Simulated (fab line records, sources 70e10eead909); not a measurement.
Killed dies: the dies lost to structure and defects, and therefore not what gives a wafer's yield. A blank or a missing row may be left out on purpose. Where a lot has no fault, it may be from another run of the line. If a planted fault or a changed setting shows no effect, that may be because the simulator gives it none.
What tool caused it?	flow nand_harc	39 wafers from 13 lots sampled at 6 of the route's 1159 steps

== WHAT THE GAUGES READ, wafer by wafer ==
NHARC_P_BONDPAD_THK_MEAS_20: measures by xrf. Usual: thk_nm at 161.0 nm, with a standard deviation of 1.4.
lot	measured	on	thk_nm (nm)	flag
L615	day 6 03:30	film_metro-02	159.0 160.7 161.9	
L616	day 6 21:13	film_metro-01	161.2 161.3 162.1	
L618	day 6 23:22	film_metro-02	162.9 159.3 161.3	
L619	day 7 20:54	film_metro-02	161.1 159.4 162.4	
L620	day 7 21:37	film_metro-02	161.4 160.6 162.6	
L622	day 8 12:16	film_metro-02	161.8 159.3 159.9	
L623	day 8 18:38	film_metro-01	160.6 159.2 159.0	
L624	day 8 19:22	film_metro-01	159.1 158.3 159.3	
L625	day 9 00:34	film_metro-02	159.9 159.9 158.3	
L628	day 9 15:01	film_metro-01	162.5 161.1 162.3	
L633	day 10 22:20	film_metro-02	161.2 164.5 163.4	
L634	day 10 22:56	film_metro-01	160.7 159.9 160.9	
L637	day 11 21:24	film_metro-02	161.8 163.0 163.0	

NHARC_A_START_INSPECT_01. Usual: raw_defect_count at 3.6, with a standard deviation of 1.9.
lot	measured	on	raw_defect_count	flag
L615	day 6 04:12	defect_inspect-01	6 2 3	
L616	day 6 21:53	defect_inspect-02	3 1 4	
L618	day 7 00:02	defect_inspect-02	4 4 2	
L619	day 7 21:39	defect_inspect-01	4 9 4	
L620	day 7 22:20	defect_inspect-02	4 5 3	
L622	day 8 12:57	defect_inspect-02	4 3 5	
L623	day 8 19:19	defect_inspect-02	6 2 4	
L624	day 8 20:02	defect_inspect-02	7 2 6	
L625	day 9 01:16	defect_inspect-01	6 1 3	
L628	day 9 15:43	defect_inspect-02	6 3 3	
L633	day 10 23:02	defect_inspect-02	4 0 4	
L634	day 10 23:36	defect_inspect-01	3 1 3	
L637	day 11 22:07	defect_inspect-02	3 4 3	

NHARC_A_ONON_D1_THK_MEAS_02: measures by ellipsometry. Usual: thk_nm at 1000 nm, with a standard deviation of 6.3.
lot	measured	on	thk_nm (nm)	flag
L615	day 7 04:16	film_metro-02	999 998 997	
L616	day 7 21:26	film_metro-02	1007 1007 1007	
L618	day 7 21:26	film_metro-01	990 991 990	
L619	day 8 21:17	film_metro-01	1002 1002 1001	
L620	day 8 21:17	film_metro-02	994 994 992	
L622	day 9 16:32	film_metro-01	996 994 993	
L623	day 9 16:46	film_metro-02	994 995 995	
L624	day 9 16:32	film_metro-02	1005 1006 1003	
L625	day 10 01:16	film_metro-01	1001 1001 1682	OFF
L628	day 10 17:00	film_metro-01	1001 1002 1685	OFF
L633	day 11 21:25	film_metro-01	1001 1001 1002	
L634	day 11 21:23	film_metro-02	997 996 996	
L637	day 12 21:25	film_metro-02	1001 1000 1001	

NHARC_END_SORT_01. Usual: killed_at_array 28, standard deviation 8.9; killed_at_other 0.8, standard deviation 1.2; killed_at_periphery 3.3, standard deviation 2.3; killed_dies 32, standard deviation 9.4; killed_open 3.2, standard deviation 1.8; killed_short 1.9, standard deviation 1.4.
lot	measured	on	killed_at_array	killed_at_other	killed_at_periphery	killed_dies	killed_open	killed_short	flag
L622	day 21 14:46	prober-02	23 28 17	0 0 0	4 7 3	27 35 20	2 5 5	5 2 0	
L625	day 21 22:43	prober-01	39 36 671	1 0 1	5 3 5	45 39 677	4 4 5	1 0 4	OFF
L628	day 22 14:16	prober-02	32 26 675	1 3 1	2 1 1	35 30 677	6 3 2	2 2 3	OFF

== EACH LOT AND THE TOOL THAT RAN IT (in order: tool; ch and the chambers of the sampled wafers; start) ==
lot	NHARC_A_ZERO_WELL_DESCUM_12	NHARC_A_ONON_D1_DEP_00
L615	rie_diel-11 ch 1,2, day 6 05:12	pecvd_onon-02 ch 0, day 7 03:52
L616	rie_diel-09 ch 0,1, day 6 22:54	pecvd_onon-01 ch 0, day 7 20:59
L618	rie_diel-09 ch 0,2, day 7 01:04	pecvd_onon-02 ch 0, day 7 20:59
L619	rie_diel-02 ch 1,3, day 7 22:32	pecvd_onon-01 ch 0, day 8 20:50
L620	rie_diel-09 ch 0,1,2, day 7 23:22	pecvd_onon-03 ch 0, day 8 20:46
L622	rie_diel-02 ch 0,2,3, day 8 13:54	pecvd_onon-03 ch 0, day 9 16:02
L623	rie_diel-02 ch 0,1,2, day 8 20:20	pecvd_onon-01 ch 0, day 9 16:19
L624	rie_diel-11 ch 0,1,2, day 8 21:04	pecvd_onon-02 ch 0, day 9 16:02
L625	rie_diel-02 ch 0,1,2, day 9 02:16	pecvd_onon-01 ch 0, day 10 00:46
L628	rie_diel-09 ch 1,2,3, day 9 16:38	pecvd_onon-01 ch 0, day 10 16:28
L633	rie_diel-02 ch 0,1,2, day 11 00:02	pecvd_onon-03 ch 0, day 11 20:54
L634	rie_diel-11 ch 1,3, day 11 00:37	pecvd_onon-02 ch 0, day 11 20:53
L637	rie_diel-11 ch 0,3, day 11 23:08	pecvd_onon-03 ch 0, day 12 20:54
- NHARC_A_ZERO_WELL_DESCUM_12: chemistry O2, time 3 s.
- NHARC_A_ONON_D1_DEP_00: target thk 1000 nm.

== AS READ BY THE TOOLS THEMSELVES (means over the sampled wafers that have a number; for cases with no such wafer, the mark the record gives instead) ==
NHARC_A_ZERO_WELL_DESCUM_12. Usual: drypump_motor_current_A 6.1 A, standard deviation 0.42; oes_product_au 1.003 a.u., standard deviation 0.0075; rf_vpp_V 57.9 V, standard deviation 0.88; showerhead_plenum_p_Torr 1.95 Torr, standard deviation 0.078; throttle_valve_pct 11.311 %, standard deviation 0.0094.
lot	tool	drypump_motor_current_A (A)	oes_product_au (a.u.)	rf_vpp_V (V)	showerhead_plenum_p_Torr (Torr)	throttle_valve_pct (%)	flag
L615	rie_diel-11	5.6	1.003	56.8	1.97	11.316	
L616	rie_diel-09	5.7	1.010	58.0	1.88	11.316	
L618	rie_diel-09	5.6	1.006	57.2	1.85	11.315	
L619	rie_diel-02	6.0	1.003	57.8	1.91	11.316	
L620	rie_diel-09	5.9	1.002	58.3	1.90	11.314	
L622	rie_diel-02	6.1	1.002	58.3	1.99	11.303	
L623	rie_diel-02	6.4	1.012	57.2	2.00	11.311	
L624	rie_diel-11	5.7	0.996	57.4	1.91	11.312	
L625	rie_diel-02	6.4	1.006	58.2	2.00	11.305	
L628	rie_diel-09	6.2	1.002	57.9	1.97	11.314	
L633	rie_diel-02	6.4	1.008	58.2	2.00	11.312	
L634	rie_diel-11	5.8	0.997	57.7	2.00	11.325	
L637	rie_diel-11	5.9	1.002	57.7	1.88	11.314	

== THE ANSWER, worked out from the rows above alone ==
Rule: a lot counts as off when the mean over its wafers that have a number is more than 3 standard deviations away from the usual mean. Also off: a lot with no number at a reading for which 4 or more lots have one. Any other lot the step has rows for is counted as sound. After the gauges, taken in route order, come the tools' own readings; for these a lot's mean is taken, as printed above. At the first step where some lot is off, the reading lying furthest off is the one used; lots without a number count as furthest.
Off, at NHARC_A_ONON_D1_THK_MEAS_02 on thk_nm: L625, L628.
If a tool, at a process step before that reading, ran all the lots that are off and no sound lot after the first of them, it fits. The gauges at NHARC_A_ONON_D1_THK_MEAS_02 aren't tried: what is off there is off at NHARC_END_SORT_01 too, on other tools, and a gauge's error can't cause that. One fits: pecvd_onon-01 at NHARC_A_ONON_D1_DEP_00. A fault onset in the window from L623 (day 9 16:19, its last sound lot) to L625 (day 10 00:46, its first lot off) fits.

== WHAT HAD BEEN PUT IN BY THE SIMULATOR ==
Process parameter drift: pecvd_onon-01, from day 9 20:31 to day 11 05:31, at NHARC_A_ONON_D1_DEP_00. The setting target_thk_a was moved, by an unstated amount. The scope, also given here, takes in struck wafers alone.
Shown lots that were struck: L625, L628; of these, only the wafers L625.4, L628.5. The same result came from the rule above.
